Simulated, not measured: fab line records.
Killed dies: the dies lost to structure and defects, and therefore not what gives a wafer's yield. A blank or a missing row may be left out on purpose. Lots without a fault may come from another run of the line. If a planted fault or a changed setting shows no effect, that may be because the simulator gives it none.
Split-lot trial :: flow n5_finfet :: 39 wafers read from 7 lots, route of 1938 steps

ON THE SPLIT
At N5_BEOL_M2_ETCH_70 (etches SOC in N2/H2, target depth 80 nm, overetch 24 nm, time 130 s), the setting time_s was moved away from the recipe's 130 s on 15 of the 39 wafers read, by +18.2% to +57.8%. The other wafers ran this setting at the recipe's value.

The reading is taken at the split's own step.

THE READING
SiARC_of_BEOL_M2_COAT_68.thk_nm (the simulator's own value, which no gauge read), in nm, at N5_BEOL_M2_ETCH_70 (etches SOC in N2/H2, target depth 80 nm, overetch 24 nm, time 130 s). The file does not state a usual value for it. The 24 wafers here that ran the recipe average 5.9 nm, standard deviation 0.17 nm.

wafer: L079.1
tool, chamber at the split: rie_diel-01, 0
time_s as run, s: 177.6
against the recipe: +36.6%
SiARC_of_BEOL_M2_COAT_68.thk_nm, nm: 3.8
against lot-mates on the recipe: -2.1

wafer: L079.2
tool, chamber at the split: rie_diel-01, 1
time_s as run, s: 130
against the recipe: recipe
SiARC_of_BEOL_M2_COAT_68.thk_nm, nm: 5.8
against lot-mates on the recipe: -

wafer: L079.5
tool, chamber at the split: rie_diel-01, 1
time_s as run, s: 130
against the recipe: recipe
SiARC_of_BEOL_M2_COAT_68.thk_nm, nm: 5.8
against lot-mates on the recipe: -

wafer: L079.3
tool, chamber at the split: rie_diel-01, 3
time_s as run, s: 130
against the recipe: recipe
SiARC_of_BEOL_M2_COAT_68.thk_nm, nm: 6
against lot-mates on the recipe: -

wafer: L079.4
tool, chamber at the split: rie_diel-01, 2
time_s as run, s: 177.6
against the recipe: +36.6%
SiARC_of_BEOL_M2_COAT_68.thk_nm, nm: 4
against lot-mates on the recipe: -1.9

wafer: L079.6
tool, chamber at the split: rie_diel-01, 2
time_s as run, s: 177.6
against the recipe: +36.6%
SiARC_of_BEOL_M2_COAT_68.thk_nm, nm: 4
against lot-mates on the recipe: -1.9

wafer: L082.1
tool, chamber at the split: rie_diel-01, 3,1,1
time_s as run, s: 130
against the recipe: recipe
SiARC_of_BEOL_M2_COAT_68.thk_nm, nm: 5.8
against lot-mates on the recipe: -

wafer: L082.3
tool, chamber at the split: rie_diel-01, 3,1,1
time_s as run, s: 130
against the recipe: recipe
SiARC_of_BEOL_M2_COAT_68.thk_nm, nm: 5.8
against lot-mates on the recipe: -

wafer: L082.5
tool, chamber at the split: rie_diel-01, 3,1,1
time_s as run, s: 130
against the recipe: recipe
SiARC_of_BEOL_M2_COAT_68.thk_nm, nm: 5.8
against lot-mates on the recipe: -

wafer: L082.2
tool, chamber at the split: rie_diel-01, 0
time_s as run, s: 130
against the recipe: recipe
SiARC_of_BEOL_M2_COAT_68.thk_nm, nm: 6
against lot-mates on the recipe: -

wafer: L082.6
tool, chamber at the split: rie_diel-01, 0
time_s as run, s: 130
against the recipe: recipe
SiARC_of_BEOL_M2_COAT_68.thk_nm, nm: 6
against lot-mates on the recipe: -

wafer: L082.4
tool, chamber at the split: rie_diel-01, 2
time_s as run, s: 130
against the recipe: recipe
SiARC_of_BEOL_M2_COAT_68.thk_nm, nm: 6.2
against lot-mates on the recipe: -

wafer: L085.1
tool, chamber at the split: rie_diel-01, 2
time_s as run, s: 130
against the recipe: recipe
SiARC_of_BEOL_M2_COAT_68.thk_nm, nm: 6.2
against lot-mates on the recipe: -

wafer: L085.2
tool, chamber at the split: rie_diel-01, 0,3
time_s as run, s: 130
against the recipe: recipe
SiARC_of_BEOL_M2_COAT_68.thk_nm, nm: 5.8
against lot-mates on the recipe: -

wafer: L085.5
tool, chamber at the split: rie_diel-01, 0,3
time_s as run, s: 130
against the recipe: recipe
SiARC_of_BEOL_M2_COAT_68.thk_nm, nm: 5.8
against lot-mates on the recipe: -

wafer: L085.3
tool, chamber at the split: rie_diel-01, 3,1
time_s as run, s: 179.6
against the recipe: +38.2%
SiARC_of_BEOL_M2_COAT_68.thk_nm, nm: 3.4
against lot-mates on the recipe: -2.5

wafer: L085.4
tool, chamber at the split: rie_diel-01, 3,1
time_s as run, s: 179.6
against the recipe: +38.2%
SiARC_of_BEOL_M2_COAT_68.thk_nm, nm: 3.4
against lot-mates on the recipe: -2.5

wafer: L085.6
tool, chamber at the split: rie_diel-01, 2
time_s as run, s: 179.6
against the recipe: +38.2%
SiARC_of_BEOL_M2_COAT_68.thk_nm, nm: 4
against lot-mates on the recipe: -1.9

wafer: L091.1
tool, chamber at the split: rie_diel-03, 2,0
time_s as run, s: 130
against the recipe: recipe
SiARC_of_BEOL_M2_COAT_68.thk_nm, nm: 5.8
against lot-mates on the recipe: -

wafer: L091.5
tool, chamber at the split: rie_diel-03, 2,0
time_s as run, s: 130
against the recipe: recipe
SiARC_of_BEOL_M2_COAT_68.thk_nm, nm: 5.8
against lot-mates on the recipe: -

wafer: L091.2
tool, chamber at the split: rie_diel-03, 0
time_s as run, s: 153.7
against the recipe: +18.2%
SiARC_of_BEOL_M2_COAT_68.thk_nm, nm: 4.8
against lot-mates on the recipe: -0.9

wafer: L091.3
tool, chamber at the split: rie_diel-03, 1
time_s as run, s: 153.7
against the recipe: +18.2%
SiARC_of_BEOL_M2_COAT_68.thk_nm, nm: 4.4
against lot-mates on the recipe: -1.3

wafer: L091.4
tool, chamber at the split: rie_diel-03, 3
time_s as run, s: 153.7
against the recipe: +18.2%
SiARC_of_BEOL_M2_COAT_68.thk_nm, nm: 5
against lot-mates on the recipe: -0.7

wafer: L091.6
tool, chamber at the split: rie_diel-03, 1
time_s as run, s: 130
against the recipe: recipe
SiARC_of_BEOL_M2_COAT_68.thk_nm, nm: 5.6
against lot-mates on the recipe: -

wafer: L093.2
tool, chamber at the split: rie_diel-01, 1
time_s as run, s: 130
against the recipe: recipe
SiARC_of_BEOL_M2_COAT_68.thk_nm, nm: 5.8
against lot-mates on the recipe: -

wafer: L093.6
tool, chamber at the split: rie_diel-01, 1
time_s as run, s: 130
against the recipe: recipe
SiARC_of_BEOL_M2_COAT_68.thk_nm, nm: 5.8
against lot-mates on the recipe: -

wafer: L093.4
tool, chamber at the split: rie_diel-01, 2
time_s as run, s: 130
against the recipe: recipe
SiARC_of_BEOL_M2_COAT_68.thk_nm, nm: 6
against lot-mates on the recipe: -

wafer: L095.1
tool, chamber at the split: rie_diel-03, 2
time_s as run, s: 205.2
against the recipe: +57.8%
SiARC_of_BEOL_M2_COAT_68.thk_nm, nm: 2.2
against lot-mates on the recipe: -3.7

wafer: L095.2
tool, chamber at the split: rie_diel-03, 1
time_s as run, s: 205.2
against the recipe: +57.8%
SiARC_of_BEOL_M2_COAT_68.thk_nm, nm: 2
against lot-mates on the recipe: -3.9

wafer: L095.3
tool, chamber at the split: rie_diel-03, 0
time_s as run, s: 130
against the recipe: recipe
SiARC_of_BEOL_M2_COAT_68.thk_nm, nm: 6
against lot-mates on the recipe: -

wafer: L095.5
tool, chamber at the split: rie_diel-03, 0
time_s as run, s: 130
against the recipe: recipe
SiARC_of_BEOL_M2_COAT_68.thk_nm, nm: 6
against lot-mates on the recipe: -

wafer: L095.4
tool, chamber at the split: rie_diel-03, 3
time_s as run, s: 205.2
against the recipe: +57.8%
SiARC_of_BEOL_M2_COAT_68.thk_nm, nm: 2.6
against lot-mates on the recipe: -3.3

wafer: L095.6
tool, chamber at the split: rie_diel-03, 1
time_s as run, s: 130
against the recipe: recipe
SiARC_of_BEOL_M2_COAT_68.thk_nm, nm: 5.6
against lot-mates on the recipe: -

wafer: L094.1
tool, chamber at the split: rie_diel-01, 1
time_s as run, s: 130
against the recipe: recipe
SiARC_of_BEOL_M2_COAT_68.thk_nm, nm: 5.8
against lot-mates on the recipe: -

wafer: L094.2
tool, chamber at the split: rie_diel-01, 0
time_s as run, s: 201.9
against the recipe: +55.3%
SiARC_of_BEOL_M2_COAT_68.thk_nm, nm: 2.8
against lot-mates on the recipe: -3.3

wafer: L094.3
tool, chamber at the split: rie_diel-01, 3
time_s as run, s: 201.9
against the recipe: +55.3%
SiARC_of_BEOL_M2_COAT_68.thk_nm, nm: 2.6
against lot-mates on the recipe: -3.5

wafer: L094.5
tool, chamber at the split: rie_diel-01, 3
time_s as run, s: 201.9
against the recipe: +55.3%
SiARC_of_BEOL_M2_COAT_68.thk_nm, nm: 2.6
against lot-mates on the recipe: -3.5

wafer: L094.4
tool, chamber at the split: rie_diel-01, 2,0
time_s as run, s: 130
against the recipe: recipe
SiARC_of_BEOL_M2_COAT_68.thk_nm, nm: 6.2
against lot-mates on the recipe: -

wafer: L094.6
tool, chamber at the split: rie_diel-01, 2,0
time_s as run, s: 130
against the recipe: recipe
SiARC_of_BEOL_M2_COAT_68.thk_nm, nm: 6.2
against lot-mates on the recipe: -
Rows listing several chambers each stand for several wafers; the file does not say which wafer went through which chamber.

THE FIT
A straight line over all 39 wafers: SiARC_of_BEOL_M2_COAT_68.thk_nm changes by -0.0599 nm for each +1% of time_s; r = -0.99; the points scatter about the line by 0.21 nm.
The same after taking each lot's own level away (the mean of its wafers on the recipe; 39 wafers): -0.0606 nm for each +1%; r = -0.99; scatter 0.2 nm.
The reading moves by 3.5 nm for the largest change in time_s, on that fit.
The span of the lots' own levels, 5.73 to 6.07 nm, comes to 1.9 times the standard deviation stated above.
The two slopes agree, so the slope changes little with the lot-to-lot level.
Check: with one of the wafers moved furthest among these (+57.8%) left out of the fit, the line predicts -3.47 nm for it against its lot-mates. It came out at -3.67 nm against them.

ADDITIONAL SPLITS CARRIED BY THESE WAFERS
These wafers also went through other splits before the reading. Each is held against what the fit with the lots' levels taken away leaves over:
other split on the same wafers: N5_ZERO_LAYER_DEVELOP_10 develop_time_s
wafers away from the commonest value: 12
r with SiARC_of_BEOL_M2_COAT_68.thk_nm (lot level and that fit taken away): +0.12

other split on the same wafers: N5_FIN_SAQP_SPACER1_ALD_24 ald_cycles
wafers away from the commonest value: 12
r with SiARC_of_BEOL_M2_COAT_68.thk_nm (lot level and that fit taken away): +0.07

other split on the same wafers: N5_DUMMY_GATE_ETCH_44 target_depth_a
wafers away from the commonest value: 15
r with SiARC_of_BEOL_M2_COAT_68.thk_nm (lot level and that fit taken away): +0.01

other split on the same wafers: N5_MOL_CONTACT_COAG_ETCHBACK_136 target_depth_a
wafers away from the commonest value: 9
r with SiARC_of_BEOL_M2_COAT_68.thk_nm (lot level and that fit taken away): -0.20

other split on the same wafers: N5_BEOL_M1_ALD_84 ald_cycles
wafers away from the commonest value: 9
r with SiARC_of_BEOL_M2_COAT_68.thk_nm (lot level and that fit taken away): +0.06

FILE'S OWN FIT
SiARC_of_BEOL_M2_COAT_68.thk_nm changes by -0.0602 nm for each +1% of time_s, r = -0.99.
